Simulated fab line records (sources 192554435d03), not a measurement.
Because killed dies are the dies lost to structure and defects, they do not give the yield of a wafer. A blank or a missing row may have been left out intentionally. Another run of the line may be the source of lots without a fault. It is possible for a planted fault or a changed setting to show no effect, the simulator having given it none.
Matching of chambers    flow n5 finfet    rie si-02 running N5_FIN_CUT_CUT_ETCH_15: 4 sister chambers
The step etches Si in HBr/Cl2/O2, target depth 100 nm, bt time 10 s, time 42.4 s. 4 wafers are shown with their chamber, then 7 later ones without.

## WAFERS, EACH WITH ITS CHAMBER
wafer   chamber  throttle valve pct (%)
L107.2  2        37.66
L109.6  1        37.37
L119.1  3        37.35
L119.4  0        36.94

## WAFERS MISSING THEIR CHAMBER
wafer   throttle valve pct (%)
L119.6  37.60
L120.1  36.94
L120.3  37.37
L120.4  37.59
L121.2  37.35
L121.3  37.36
L121.4  36.93

## EACH ONE'S CHAMBER
wafer   from the rows above      in truth
L119.6  2                        2
L120.1  0                        0
L120.3  can't be placed: 1 or 3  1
L120.4  2                        2
L121.2  can't be placed: 3 or 1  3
L121.3  can't be placed: 1 or 3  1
L121.4  0                        0
Correct placement for 4 of the 7. These rows do not allow placing 3 (true chamber among the candidates in 3). Number placed wrongly: 0.
How it was worked out, from the rows above alone: a wafer's distance from a chamber is the root of the sum, over the readings, of the square of ((its reading less the chamber's mean) divided by the reading's scatter). If the next closest chamber is less than 2 further off than the closest, the wafer can't be placed; otherwise it belongs to the closest. For every chamber, the mean is computed from those of its wafers that are shown. The scatter: root of mean squared gap, hidden wafer to nearest shown wafer, with one shown wafer a chamber.
